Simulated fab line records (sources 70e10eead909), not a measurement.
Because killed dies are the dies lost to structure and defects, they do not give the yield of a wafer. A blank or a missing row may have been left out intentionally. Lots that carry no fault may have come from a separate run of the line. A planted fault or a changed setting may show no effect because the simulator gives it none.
fab line records	flow nand-harc	part 1 of 2: steps 1 to 4 of 6
record lots=23	wafers=69	last-day=33
route steps=1302 shown A_STAIRCASE@701
lots untouched by any fault: they come from a run of this same line in which no faults occurred
start-h: hours from the record's opening day to when the first of the lot's shown wafers began	wait-h: hours since the lot's step before	" as in the row above	L1.1+2: a row that stands for several wafers	- no value, or no start given	* or withheld: withheld	< > ~ a bound
route shown NAME@n: a module of which the file shows steps, and the number in the route of the first	usual: mean and standard deviation over wafers with no fault	same: alike in all rows	chamber/n: place in a boat	sites: readings site by site	_std_site: standard deviation of those values	_edge_site: outer sites' mean less inner sites'	radius-mm: for every site, how far away it sits from the centre of the wafer	mask NAME#n: copy n	behind: the last tool/chamber to shape the wafer	hold: what put the lot on hold/how long, in hours/how the hold closed	device: transistor that didn't switch, given as n, p or np	end of line: the route-end tests of the same wafers	step lacking rows: just its recipe	killed: count of dies lost to structure and defects at first sort (not the wafer's yield)	map: the dies of a wafer, with x for killed, . for not killed, _ for no die there
set.NAME: the run value of the setting; set.NAME@STEP: its run value at that earlier step	model.NAME: the simulator's own value behind a step, which no gauge read
route steps across a sampled set of lots; one table per step, one row per wafer
services: from which hour (start-h, from the record's first day; less than 0 if before it) a tool's chamber was out of use, for how many hours, and why
## steps
# step NHARC_A_STAIRCASE_TRIM_187
# recipe time-s=211.2	o2-flow-sccm=500	ar-flow-sccm=0	bias-w=0	chemistry=O2
# usual drypump-motor-current-A=5.8/0.4	oes-product-au=1.003/0.0086	rf-vpp-V=57.8/0.88	showerhead-plenum-p-Torr=3.56/0.14	throttle-valve-pct=17.036/0.0097
lot.wafer	tool	chamber	start-h	wait-h	drypump-motor-current-A	oes-product-au	rf-hours-counter-h	rf-vpp-V	showerhead-plenum-p-Torr	throttle-valve-pct
L075.4	rie-diel-09	2	357.19	0.1	6.4	1.000	14	57.1	3.67	17.033
L075.1	"	3	"	"	5.0	0.999	13	58.0	3.40	17.028
L075.5	"	1	"	"	5.5	1.002	-	57.2	3.58	17.035
L074.1	rie-diel-09	1	357.87	0.2	5.5	1.007	10	59.1	3.58	17.030
L074.3	"	2	"	"	6.4	0.996	14	57.3	3.67	17.036
L074.6	"	0	"	"	6.2	0.994	-	58.2	3.77	17.034
L077.3	rie-diel-09	2	376.61	0.1	6.3	1.001	20	56.9	3.67	17.045
L077.4	"	2	"	"	6.3	1.007	-	58.9	3.67	17.032
L077.6	"	3	"	"	5.0	1.006	-	55.5	3.40	17.037
L076.4	rie-diel-02	3	381.22	0.1	5.7	1.012	55	59.0	3.56	17.027
L076.1	"	0	"	"	6.2	0.992	55	57.5	3.35	17.033
L076.5	"	2	"	"	5.6	1.003	-	56.3	3.27	17.019
L078.3	rie-diel-09	2	386.75	0.1	6.3	0.992	23	58.5	3.67	17.044
L078.2	"	0	"	"	6.2	0.991	20	58.3	3.76	17.039
L078.5	"	2	"	"	6.4	0.996	-	58.2	3.67	17.020
L079.3	rie-diel-02	3	412.74	0.1	5.7	0.991	2	56.3	3.56	17.049
L079.1	"	1	"	"	5.1	0.994	2	58.3	3.66	17.051
L079.6	"	3	"	"	5.7	1.002	-	57.8	3.56	17.035
L080.4	rie-diel-13	0	420.63	0.1	5.9	0.989	29	57.7	3.63	17.037
L080.1	"	2	"	"	5.8	1.003	28	58.4	3.40	17.028
L080.6	"	0	"	"	5.9	0.994	-	56.9	3.63	17.025
L081.2	rie-diel-09	0	433.95	0.1	6.2	0.999	35	56.9	3.75	17.034
L081.4	"	2	"	"	6.4	1.010	38	58.6	3.66	17.040
L081.6	"	1	"	"	5.5	1.003	-	57.7	3.57	17.038
L082.4	rie-diel-02	0	449.32	0.1	6.3	1.004	12	56.4	3.34	17.043
L082.3	"	1	"	"	5.2	0.988	11	58.0	3.66	17.037
L082.6	"	1	"	"	5.2	0.990	-	58.0	3.66	17.036
L084.2	rie-diel-02	0	461.14	0.1	6.3	0.992	19	57.5	3.34	17.036
L084.4	"	1	"	"	5.2	0.994	16	57.6	3.65	17.018
L084.5	"	0	"	"	6.3	1.002	-	59.3	3.34	17.031
L085.1	rie-diel-13	1	468.06	0.1	5.9	0.999	26	57.6	3.61	17.046
L085.3	"	2	"	"	5.8	1.012	42	57.1	3.40	17.033
L085.2	"	3	"	"	5.9	1.009	47	57.6	3.54	17.033
L086.2	rie-diel-09	2	469.54	0.1	6.3	1.002	50	58.2	3.65	17.037
L086.3	"	3	"	"	5.0	0.990	52	58.2	3.38	17.047
L086.6	"	2	"	"	6.3	1.002	-	58.9	3.65	17.024
L089.1	rie-diel-13	1	503.26	0.1	5.9	1.004	41	55.9	3.60	17.045
L089.4	"	1	"	"	5.9	1.003	-	58.6	3.60	17.039
L089.6	"	3	"	"	5.9	1.008	-	57.7	3.53	17.050
L087.3	rie-diel-13	1	505.11	0.1	6.0	1.007	41	58.8	3.60	17.026
L087.4	"	3	"	"	5.9	1.007	-	58.7	3.53	17.016
L087.6	"	1	"	"	6.0	1.001	-	57.8	3.60	17.022
L088.4	rie-diel-02	2	512.14	0.1	5.6	1.014	34	58.2	3.79	17.034
L088.1	"	0	"	"	6.3	1.018	33	57.4	3.33	17.040
L088.5	"	1	"	"	5.1	1.000	-	58.4	3.65	17.030
L091.2	rie-diel-02	0	524.19	0.1	6.3	1.023	36	56.6	3.33	17.028
L091.3	"	1	"	"	5.2	0.996	32	58.7	3.65	17.035
L091.6	"	0	"	"	6.3	1.025	-	57.7	3.33	17.029
L090.1	rie-diel-02	1	532.90	0.1	5.2	0.998	36	58.3	3.64	17.046
L090.5	"	0	"	"	6.2	1.008	-	56.8	3.33	17.039
L090.6	"	1	"	"	5.2	0.987	-	57.0	3.64	17.054
L093.4	rie-diel-13	1	533.29	0.1	5.9	1.000	2	58.4	3.60	17.027
L093.3	"	3	"	"	5.9	1.016	2	56.5	3.53	17.046
L093.6	"	2	"	"	5.8	1.010	-	57.2	3.39	17.032
L092.4	rie-diel-09	0	546.52	0.1	6.2	0.987	13	58.5	3.74	17.038
L092.5	"	3	"	"	5.0	0.990	-	57.3	3.37	17.044
L092.6	"	0	"	"	6.2	0.982	-	57.4	3.74	17.031
L094.4	rie-diel-13	3	562.43	0.1	5.9	1.005	14	57.8	3.52	17.032
L094.2	"	0	"	"	5.9	1.016	13	58.2	3.61	17.041
L094.1	"	1	"	"	6.0	1.013	10	59.6	3.59	17.042
L095.2	rie-diel-02	3	562.83	0.1	5.7	0.987	54	57.9	3.53	17.027
L095.3	"	1	"	"	5.2	0.987	48	57.9	3.64	17.029
L095.6	"	2	"	"	5.7	1.010	-	58.9	3.78	17.031
L096.2	rie-diel-09	1	582.35	0.1	5.5	1.007	27	59.5	3.54	17.038
L096.4	"	3	"	"	5.0	0.995	26	56.8	3.36	17.045
L096.5	"	1	"	"	5.5	1.003	-	57.4	3.54	17.047
L097.4	rie-diel-13	3	582.38	0.1	5.9	1.013	23	58.3	3.52	17.028
L097.2	"	1	"	"	6.0	1.001	17	58.1	3.59	17.031
L097.5	"	3	"	"	5.9	1.018	-	57.0	3.52	17.040
# step NHARC_A_STAIRCASE_TRIM_189
# recipe time-s=211.2	o2-flow-sccm=500	ar-flow-sccm=0	bias-w=0	chemistry=O2
# usual drypump-motor-current-A=5.8/0.41	oes-product-au=1.001/0.0098	rf-vpp-V=57.8/0.88	showerhead-plenum-p-Torr=3.56/0.14	throttle-valve-pct=17.037/0.0093
lot.wafer	tool	chamber	start-h	wait-h	drypump-motor-current-A	oes-product-au	rf-hours-counter-h	rf-vpp-V	showerhead-plenum-p-Torr	throttle-valve-pct
L075.1	rie-diel-09	1	-	-	5.5	0.994	10	57.4	3.58	17.036
L075.4	"	0	"	"	6.2	0.997	9	58.3	3.77	17.028
L075.5	"	1	"	"	5.5	1.006	-	57.9	3.58	17.054
L074.3	rie-diel-09	3	-	-	5.0	1.000	14	58.1	3.40	17.058
L074.1	"	2	"	"	6.3	0.996	14	58.4	3.67	17.045
L074.6	"	3	"	"	5.0	1.006	-	57.3	3.40	17.028
L077.3	rie-diel-09	3	-	-	5.0	1.000	18	56.3	3.40	17.028
L077.6	"	3	"	"	5.0	0.998	-	57.6	3.40	17.027
L077.4	"	2	"	"	6.3	0.990	-	57.6	3.67	17.035
L076.1	rie-diel-02	2	-	-	5.7	0.994	49	56.5	3.27	17.037
L076.4	"	1	"	"	5.2	1.026	45	58.6	3.67	17.044
L076.5	"	2	"	"	5.7	0.995	-	56.0	3.27	17.041
L078.3	rie-diel-09	3	-	-	5.0	0.993	21	56.4	3.40	17.057
L078.2	"	1	"	"	5.5	1.018	22	59.1	3.57	17.029
L078.5	"	3	"	"	5.0	1.007	-	56.9	3.40	17.037
L079.1	rie-diel-02	3	-	-	5.7	0.998	2	56.8	3.56	17.038
L079.3	"	0	"	"	6.3	1.007	3	57.6	3.35	17.062
L079.6	"	2	"	"	5.7	1.010	-	57.3	3.81	17.045
L080.1	rie-diel-13	3	-	-	5.9	0.999	31	59.3	3.55	17.033
L080.4	"	0	"	"	5.9	0.992	29	58.5	3.63	17.026
L080.6	"	3	"	"	5.9	1.004	-	56.9	3.55	17.043
L081.4	rie-diel-09	0	-	-	6.3	1.008	35	58.2	3.76	17.039
L081.2	"	1	"	"	5.5	1.011	37	58.6	3.57	17.047
L081.6	"	0	"	"	6.2	0.990	-	57.7	3.75	17.059
L082.4	rie-diel-02	1	-	-	5.1	0.993	11	55.5	3.66	17.016
L082.3	"	2	"	"	5.6	1.020	14	59.0	3.80	17.032
L082.6	"	1	"	"	5.2	0.992	-	57.6	3.66	17.041
L084.4	rie-diel-02	2	-	-	5.6	1.017	21	58.0	3.80	17.022
L084.2	"	0	"	"	6.3	1.004	19	56.8	3.34	17.035
L084.5	"	2	"	"	5.6	1.030	-	58.3	3.80	17.024
L085.1	rie-diel-13	0	-	-	5.9	0.990	44	56.6	3.62	17.039
L085.2	"	2	"	"	5.8	1.016	42	56.2	3.40	17.030
L085.3	"	3	"	"	5.9	1.004	47	57.9	3.54	17.031
L086.2	rie-diel-09	3	-	-	5.0	1.018	52	57.6	3.38	17.040
L086.3	"	1	"	"	5.5	1.000	47	57.6	3.56	17.031
L086.6	"	3	"	"	4.9	0.992	-	57.3	3.38	17.038
L089.1	rie-diel-13	2	-	-	5.8	0.995	55	58.2	3.39	17.026
L089.6	"	2	"	"	5.8	1.001	-	58.0	3.39	17.041
L089.4	"	3	"	"	6.0	1.015	-	57.7	3.53	17.053
L087.3	rie-diel-13	2	-	-	5.8	1.012	56	58.6	3.39	17.037
L087.6	"	1	"	"	6.0	1.013	-	58.4	3.60	17.045
L087.4	"	2	"	"	5.8	1.007	-	58.2	3.39	17.044
L088.1	rie-diel-02	1	-	-	5.2	0.987	29	58.3	3.65	17.031
L088.4	"	3	"	"	5.7	0.982	38	55.6	3.54	17.049
L088.5	"	1	"	"	5.2	0.981	-	57.0	3.65	17.043
L091.2	rie-diel-02	0	-	-	6.3	1.001	36	58.6	3.33	17.043
L091.3	"	1	"	"	5.1	0.981	32	57.7	3.65	17.033
L091.6	"	2	"	"	5.7	1.012	-	58.8	3.79	17.034
L090.1	rie-diel-02	3	-	-	5.7	0.987	47	57.2	3.53	17.030
L090.5	"	3	"	"	5.7	0.989	-	57.3	3.53	17.030
L090.6	"	0	"	"	6.3	1.001	-	56.9	3.33	17.038
L093.3	rie-diel-13	3	-	-	5.9	1.014	2	58.5	3.53	17.032
L093.4	"	0	"	"	5.9	0.987	2	57.5	3.61	17.042
L093.6	"	2	"	"	5.8	0.998	-	57.8	3.39	17.038
L092.4	rie-diel-09	2	-	-	6.4	1.000	14	58.3	3.64	17.037
L092.5	"	2	"	"	6.4	1.011	-	56.7	3.64	17.024
L092.6	"	3	"	"	5.0	1.009	-	57.6	3.37	17.034
L094.4	rie-diel-13	1	-	-	6.0	1.005	10	58.2	3.59	17.038
L094.2	"	2	"	"	5.8	1.010	11	55.8	3.38	17.038
L094.1	"	0	"	"	5.9	1.004	13	57.6	3.61	17.030
L095.3	rie-diel-02	1	-	-	5.2	0.991	48	58.6	3.64	17.030
L095.2	"	2	"	"	5.6	1.004	56	58.9	3.78	17.039
L095.6	"	0	"	"	6.3	0.993	-	57.0	3.32	17.013
L096.2	rie-diel-09	1	-	-	5.5	1.012	28	58.0	3.54	17.052
L096.4	"	3	"	"	5.0	0.996	26	57.6	3.36	17.048
L096.5	"	2	"	"	6.3	1.015	-	58.1	3.63	17.030
L097.2	rie-diel-13	3	-	-	5.9	1.004	23	58.8	3.52	17.039
L097.4	"	0	"	"	5.9	0.999	21	57.5	3.60	17.045
L097.5	"	3	"	"	6.0	1.022	-	57.4	3.52	17.017
# step NHARC_A_STAIRCASE_TRIM_196
# recipe time-s=211.2	o2-flow-sccm=500	ar-flow-sccm=0	bias-w=0	chemistry=O2
# usual drypump-motor-current-A=5.8/0.4	oes-product-au=1.002/0.0096	rf-vpp-V=57.9/0.8	showerhead-plenum-p-Torr=3.56/0.14	throttle-valve-pct=17.036/0.0087
lot.wafer	tool	chamber	start-h	wait-h	drypump-motor-current-A	oes-product-au	rf-hours-counter-h	rf-vpp-V	showerhead-plenum-p-Torr	throttle-valve-pct
L075.1	rie-diel-02	1	358.53	0.1	5.1	1.031	40	57.4	3.67	17.042
L075.4	"	0	"	"	6.3	0.990	50	57.6	3.35	17.052
L075.5	"	2	"	"	5.6	1.008	-	56.7	3.27	17.039
L074.1	rie-diel-13	3	359.44	0.1	5.9	1.013	4	57.0	3.56	17.036
L074.3	"	0	"	"	5.9	0.995	4	57.5	3.65	17.041
L074.6	"	2	"	"	5.8	1.007	-	56.7	3.42	17.035
L077.3	rie-diel-02	3	377.81	0.1	5.7	1.001	53	57.7	3.56	17.027
L077.4	"	1	"	"	5.2	1.024	44	59.0	3.67	17.050
L077.6	"	2	"	"	5.7	1.004	-	56.7	3.27	17.033
L076.1	rie-diel-13	0	382.24	0.1	5.9	0.994	13	58.3	3.64	17.050
L076.5	"	3	"	"	5.9	1.004	-	56.6	3.56	17.035
L076.4	"	0	"	"	5.9	0.996	-	57.7	3.64	17.022
L078.2	rie-diel-09	1	387.80	0.1	5.5	1.009	22	58.7	3.57	17.030
L078.3	"	2	"	"	6.4	1.007	24	57.3	3.67	17.023
L078.5	"	0	"	"	6.2	0.998	-	58.2	3.76	17.036
L079.1	rie-diel-02	2	415.36	0.1	5.6	1.008	4	58.1	3.81	17.044
L079.3	"	1	"	"	5.2	1.008	4	57.8	3.66	17.051
L079.6	"	2	"	"	5.6	1.017	-	57.4	3.81	17.028
L080.1	rie-diel-13	0	421.68	0.1	5.9	0.998	30	57.8	3.63	17.050
L080.4	"	1	"	"	5.9	1.007	13	57.5	3.62	17.029
L080.6	"	3	"	"	6.0	1.002	-	58.0	3.55	17.048
L081.4	rie-diel-13	1	435.45	0.1	6.0	0.996	15	57.6	3.62	17.032
L081.2	"	2	"	"	5.8	0.993	32	58.0	3.40	17.040
L081.6	"	0	"	"	5.9	0.987	-	58.3	3.63	17.032
L082.3	rie-diel-13	0	450.39	0.1	5.9	0.986	37	57.0	3.63	17.028
L082.4	"	1	"	"	6.0	0.992	19	58.7	3.61	17.040
L082.6	"	3	"	"	5.9	0.997	-	58.7	3.54	17.032
L084.4	rie-diel-09	1	462.24	0.1	5.5	0.987	45	57.7	3.56	17.058
L084.2	"	2	"	"	6.4	0.999	48	58.7	3.65	17.038
L084.5	"	0	"	"	6.2	0.998	-	57.5	3.75	17.034
L085.1	rie-diel-13	3	469.10	0.1	5.9	1.010	47	56.3	3.54	17.040
L085.2	"	0	"	"	5.9	0.990	45	58.8	3.62	17.043
L085.3	"	1	"	"	5.9	0.994	26	57.6	3.61	17.023
L086.3	rie-diel-09	2	470.57	0.1	6.4	0.993	50	58.2	3.65	17.046
L086.2	"	0	"	"	6.2	1.010	48	57.1	3.75	17.050
L086.6	"	2	"	"	6.4	1.012	-	57.2	3.65	17.048
L089.4	rie-diel-02	2	504.43	0.1	5.7	1.010	33	57.5	3.79	17.043
L089.1	"	0	"	"	6.3	1.001	31	58.8	3.33	17.028
L089.6	"	3	"	"	5.7	0.995	-	58.6	3.54	17.029
L087.3	rie-diel-13	3	506.27	0.1	5.9	1.009	59	58.3	3.53	17.044
L087.4	"	1	"	"	5.9	1.001	42	59.1	3.60	17.040
L087.6	"	0	"	"	5.9	0.993	-	57.9	3.62	17.026
L088.4	rie-diel-09	3	513.17	0.1	5.0	1.000	1	58.4	3.38	17.028
L088.1	"	1	"	"	5.5	1.002	1	57.8	3.55	17.035
L088.5	"	3	"	"	5.0	0.998	-	57.7	3.38	17.040
L091.3	rie-diel-02	2	525.42	0.1	5.6	1.011	38	57.7	3.79	17.028
L091.2	"	0	"	"	6.3	1.001	37	59.1	3.33	17.027
L091.6	"	2	"	"	5.6	1.014	-	59.0	3.79	17.031
L090.1	rie-diel-09	3	533.98	0.1	5.0	1.007	8	57.5	3.37	17.038
L090.5	"	0	"	"	6.2	0.987	-	57.3	3.74	17.025
L090.6	"	1	"	"	5.5	1.020	-	58.4	3.55	17.038
L093.4	rie-diel-02	1	534.32	0.1	5.2	0.990	36	59.3	3.64	17.035
L093.3	"	3	"	"	5.7	0.984	48	58.6	3.53	17.038
L093.6	"	2	"	"	5.7	1.014	-	58.7	3.78	17.040
L092.4	rie-diel-02	2	547.68	0.1	5.6	1.009	52	57.3	3.78	17.037
L092.5	"	1	"	"	5.2	1.002	-	57.6	3.64	17.017
L092.6	"	2	"	"	5.6	1.007	-	59.1	3.78	17.051
L094.4	rie-diel-09	3	563.47	0.1	5.0	0.991	16	56.5	3.37	17.058
L094.1	"	0	"	"	6.2	0.984	16	57.9	3.73	17.025
L094.2	"	1	"	"	5.5	1.003	18	57.8	3.54	17.047
L095.2	rie-diel-02	3	563.87	0.1	5.7	0.997	55	57.9	3.53	17.040
L095.3	"	1	"	"	5.2	0.982	48	59.2	3.64	17.009
L095.6	"	2	"	"	5.6	1.002	-	58.9	3.78	17.026
L096.4	rie-diel-09	3	583.42	0.1	5.0	0.994	26	58.7	3.36	17.047
L096.2	"	0	"	"	6.2	0.992	24	57.6	3.73	17.032
L096.5	"	1	"	"	5.5	1.009	-	58.2	3.54	17.050
L097.2	rie-diel-13	1	583.47	0.1	6.0	1.007	18	60.0	3.59	17.052
L097.4	"	2	"	"	5.8	1.016	20	56.6	3.38	17.037
L097.5	"	1	"	"	6.0	1.006	-	57.0	3.59	17.043
# step NHARC_A_STAIRCASE_ETCH_199
# recipe target-depth-a=1000	time-s=40.5	ion-energy-ev=400	c4f8-flow-sccm=20	o2-flow-sccm=10	ar-flow-sccm=withheld	rf-w=600	bias-w=1000	chemistry=C4F8/O2
# usual oes-product-au=0.948/0.012	rf-vpp-V=897/5.1
lot.wafer	tool	chamber	start-h	wait-h	oes-product-au	rf-hours-counter-h	rf-vpp-V
L075.1	rie-diel-02	3	-	-	0.964	49	898
L075.4	"	2	"	"	0.957	44	888
L075.5	"	3	"	"	0.970	-	896
L074.1	rie-diel-13	3	-	-	0.943	4	898
L074.3	"	0	"	"	0.943	4	899
L074.6	"	3	"	"	0.954	-	899
L077.3	rie-diel-02	1	-	-	0.976	44	901
L077.4	"	3	"	"	0.944	54	897
L077.6	"	1	"	"	0.975	-	901
L076.1	rie-diel-13	3	-	-	0.954	13	896
L076.4	"	2	"	"	0.948	-	891
L076.5	"	2	"	"	0.948	-	891
L078.2	rie-diel-09	2	-	-	0.940	24	902
L078.3	"	3	"	"	0.959	22	892
L078.5	"	1	"	"	0.942	-	898
L079.1	rie-diel-02	3	-	-	0.934	5	898
L079.3	"	0	"	"	0.953	5	889
L079.6	"	1	"	"	0.932	-	900
L080.4	rie-diel-13	1	-	-	0.953	13	900
L080.1	"	0	"	"	0.947	30	899
L080.6	"	1	"	"	0.949	-	899
L081.2	rie-diel-13	3	-	-	0.945	37	897
L081.4	"	1	"	"	0.976	16	900
L081.6	"	3	"	"	0.936	-	897
L082.3	rie-diel-13	1	-	-	0.936	19	900
L082.4	"	2	"	"	0.945	36	892
L082.6	"	2	"	"	0.942	-	891
L084.2	rie-diel-09	0	-	-	0.961	45	904
L084.4	"	3	"	"	0.944	50	891
L084.5	"	0	"	"	0.957	-	904
L085.2	rie-diel-13	0	-	-	0.947	45	900
L085.3	"	1	"	"	0.940	26	899
L085.1	"	2	"	"	0.955	43	891
L086.2	rie-diel-09	1	-	-	0.937	48	897
L086.3	"	3	"	"	0.939	52	892
L086.6	"	1	"	"	0.941	-	897
L089.1	rie-diel-02	2	-	-	0.942	33	906
L089.4	"	0	"	"	0.946	32	887
L089.6	"	3	"	"	0.931	-	897
L087.3	rie-diel-13	2	-	-	0.952	56	890
L087.4	"	0	"	"	0.939	57	900
L087.6	"	2	"	"	0.952	-	891
L088.1	rie-diel-09	2	-	-	0.949	1	899
L088.4	"	3	"	"	0.959	1	891
L088.5	"	1	"	"	0.953	-	896
L091.2	rie-diel-02	2	-	-	0.956	38	904
L091.3	"	3	"	"	0.946	43	897
L091.6	"	2	"	"	0.963	-	907
L090.1	rie-diel-09	0	-	-	0.912	8	905
L090.5	"	0	"	"	0.920	-	903
L090.6	"	1	"	"	0.947	-	897
L093.3	rie-diel-02	2	-	-	0.971	43	905
L093.4	"	3	"	"	0.966	48	895
L093.6	"	1	"	"	0.940	-	902
L092.4	rie-diel-02	3	-	-	0.947	51	896
L092.5	"	3	"	"	0.941	-	897
L092.6	"	0	"	"	0.958	-	889
L094.2	rie-diel-09	0	-	-	0.949	16	903
L094.4	"	2	"	"	0.968	18	901
L094.1	"	3	"	"	0.941	16	890
L095.3	rie-diel-02	3	-	-	0.939	55	898
L095.2	"	0	"	"	0.935	52	889
L095.6	"	2	"	"	0.940	-	904
L096.2	rie-diel-09	0	-	-	0.930	24	905
L096.4	"	1	"	"	0.946	28	896
L096.5	"	3	"	"	0.941	-	889
L097.2	rie-diel-13	1	-	-	0.944	18	898
L097.4	"	0	"	"	0.940	21	897
L097.5	"	2	"	"	0.942	-	892
